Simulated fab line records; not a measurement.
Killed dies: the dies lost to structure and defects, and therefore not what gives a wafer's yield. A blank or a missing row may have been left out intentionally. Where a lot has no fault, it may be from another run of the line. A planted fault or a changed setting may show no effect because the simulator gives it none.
Chamber matching -- flow n5 finfet -- cvd co-02 running N5_BEOL_M3_PRE_CLEAN_60: 3 sister chambers
The step time 15 s. 3 wafers are shown with their chamber, then 11 later ones without.

EACH WAFER AND ITS CHAMBER
wafer,chamber,heater power w (W)
L088.2,1,130
L088.5,0,59
L086.1,2,89

WAFERS WHOSE CHAMBER IS MISSING
wafer,heater power w (W)
L086.2,132
L086.5,60
L092.2,60
L092.5,62
L092.6,93
L097.1,131
L097.4,59
L097.5,127
L096.1,61
L096.2,92
L096.3,131

THE CHAMBER EACH PASSED THROUGH
wafer,from the rows above,in truth
L086.2,1,1
L086.5,0,0
L092.2,0,0
L092.5,0,0
L092.6,2,2
L097.1,1,1
L097.4,0,0
L097.5,1,1
L096.1,0,0
L096.2,2,2
L096.3,1,1
Placed correctly: 11 of 11. Left unplaced by these rows: 0. Number placed wrongly: 0.
How it was worked out, from the rows above alone: a wafer's distance from a chamber is the root of the sum, over the readings, of the square of ((its reading less the chamber's mean) divided by the reading's scatter). If the next closest chamber is less than 2 further off than the closest, the wafer can't be placed; otherwise it belongs to the closest. A chamber's mean is the mean of its shown wafers. The scatter: with one shown wafer a chamber, the root of the mean of the squares of how far each hidden wafer lies from its nearest shown one.
